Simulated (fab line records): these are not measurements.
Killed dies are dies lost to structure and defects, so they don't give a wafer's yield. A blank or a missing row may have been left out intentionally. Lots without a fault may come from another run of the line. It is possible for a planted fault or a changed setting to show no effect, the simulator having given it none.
Matching of chambers ; flow n5Finfet ; rieDiel-01 running N5_BEOL_M10_STRIP_67: 4 sister chambers
The step strips in CF4. 22 wafers are shown with their chamber, then 11 later ones without.

== WAFERS WITH THEIR CHAMBER ==
wafer;chamber;showerheadPlenumPTorr (Torr);drypumpMotorCurrentA (A);rfVppV (V)
L074.1;2;1.83;5.4;271.2
L074.4;0;1.72;6.2;270.2
L074.6;2;1.83;5.4;270.8
L077.4;0;1.72;6.2;269.2
L077.5;1;1.75;6.5;270.6
L077.6;0;1.72;6.2;270.1
L079.1;2;1.83;5.4;271.3
L079.4;0;1.72;6.2;269.4
L079.6;3;1.64;5.1;267.1
L083.2;1;1.75;6.4;270.3
L083.3;3;1.63;5.2;269.2
L083.6;0;1.71;6.2;269.4
L085.1;2;1.82;5.4;273.5
L085.4;0;1.71;6.2;270.4
L085.6;3;1.63;5.1;267.5
L084.1;2;1.82;5.4;272.1
L084.3;0;1.71;6.2;269.5
L084.4;0;1.71;6.2;269.4
L087.1;0;1.71;6.3;269.1
L087.2;2;1.82;5.4;272.9
L087.5;0;1.71;6.2;268.6
L089.2;2;1.82;5.4;271.5

SIGNATURES (means of the wafers above)
reading;chamber 0;chamber 1;chamber 2;chamber 3;scatter within a chamber
showerheadPlenumPTorr;1.7140;1.7500;1.8243;1.6333;0.00515
drypumpMotorCurrentA;6.210;6.450;5.400;5.133;0.0339
rfVppV;269.530;270.450;271.900;267.933;0.785
Rule: for each reading, subtract the chamber's mean from the wafer's reading, divide by that reading's scatter and square the result; add these up over the readings and take the root, which gives the wafer's distance from the chamber. The wafer belongs to the nearest chamber; if the next one is less than 2 further off, it can't be placed. How the scatter is found: for the shown wafers, subtract from each reading the mean of its chamber, square and add these, divide the total by (wafers less chambers), then take the root.

== WAFERS MISSING THEIR CHAMBER ==
wafer;showerheadPlenumPTorr (Torr);drypumpMotorCurrentA (A);rfVppV (V)
L089.3;1.82;5.4;271.1
L089.5;1.82;5.4;271.2
L088.2;1.82;5.4;271.0
L088.3;1.75;6.4;269.5
L088.6;1.63;5.1;266.5
L093.2;1.63;5.1;267.2
L093.4;1.74;6.4;269.1
L093.6;1.82;5.4;271.2
L097.1;1.71;6.2;270.4
L097.5;1.82;5.4;272.1
L097.6;1.63;5.2;267.0

== WHICH CHAMBER EACH WENT THROUGH ==
wafer;from the rows above;in truth
L089.3;2;2
L089.5;2;2
L088.2;2;2
L088.3;1;1
L088.6;3;3
L093.2;3;3
L093.4;1;1
L093.6;2;2
L097.1;0;0
L097.5;2;2
L097.6;3;3
Correct placement for 11 of the 11. Number that these rows cannot place: 0. Wrongly placed: 0.
